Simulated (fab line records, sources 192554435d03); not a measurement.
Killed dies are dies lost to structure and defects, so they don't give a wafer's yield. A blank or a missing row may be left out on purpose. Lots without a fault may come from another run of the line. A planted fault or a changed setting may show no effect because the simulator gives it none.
Which tool did it? | flow n5_finfet | 12 lots, 36 wafers sampled, at 2 steps of a route of 1938

WHAT THE GAUGES READ, wafer by wafer
N5_HKMG_FIN_OVL_MEAS_13.
lot  | measured     | on         | NWFM_OVL (nm)
L075 | day 4 13:50  | overlay-02 | 0.6 1.2 1.7
L077 | day 4 20:42  | overlay-01 | -1.3 -0.7 -0.2
L079 | day 5 09:53  | overlay-01 | -0.2 -0.3 -1.3
L081 | day 5 20:50  | overlay-01 | -0.3 -0.7 0.0
L083 | day 6 14:01  | overlay-02 | -0.2 0.8 -0.6
L085 | day 6 23:25  | overlay-01 | -0.5 -0.4 -0.9
L087 | day 7 10:40  | overlay-01 | -1.8 -1.5 -0.3
L089 | day 7 21:38  | overlay-02 | -0.1 -0.3 0.0
L091 | day 8 07:51  | overlay-01 | 0.1 1.0 -0.7
L093 | day 8 19:38  | overlay-02 | 0.6 0.4 0.3
L095 | day 9 10:17  | overlay-01 | -0.2 -0.5 -0.3
L097 | day 10 02:33 | overlay-02 | -0.7 -1.5 0.6

WHICH TOOL RAN EACH LOT (tool, then ch and the chambers of the sampled wafers, then the start)
lot  | N5_HKMG_FIN_STRIP_93
L075 | rie_diel-05 ch 0,1,2, day 4 11:14
L077 | rie_diel-04 ch 0,1,3, day 4 18:11
L079 | rie_diel-02 ch 0,1,3, day 5 07:19
L081 | rie_diel-02 ch 0,2,3, day 5 18:08
L083 | rie_diel-04 ch 0,2,3, day 6 11:33
L085 | rie_diel-02 ch 0,1,3, day 6 20:44
L087 | rie_diel-05 ch 0,3, day 7 07:51
L089 | rie_diel-04 ch 1,2,3, day 7 19:02
L091 | rie_diel-04 ch 1,2,3, day 8 05:16
L093 | rie_diel-04 ch 1,2,3, day 8 17:09
L095 | rie_diel-04 ch 2,3, day 9 07:34
L097 | rie_diel-05 ch 1,3, day 9 23:58
- N5_HKMG_FIN_STRIP_93: strips SOC in N2/H2, time 20 s.

THE ANSWER, worked out from the rows above alone
Rule: what is usual is taken from the lots themselves. Put in order of their means at a reading, lots are off if they are a third of the lots or fewer, leave a main group of 4 or more, and stand apart from it by a gap of 3 or more times the standard deviation of the main group's means; of several such gaps the widest counts. A main group whose means are all the same, to the digits that the tables above print for the reading, isn't used. A lot without any number at a reading at which 4 lots or more have one is off too. The other lots that the step has rows for count as sound.
No lot is off at any reading shown: from this, nothing can be told.

WHAT THE SIMULATOR HAD PUT IN
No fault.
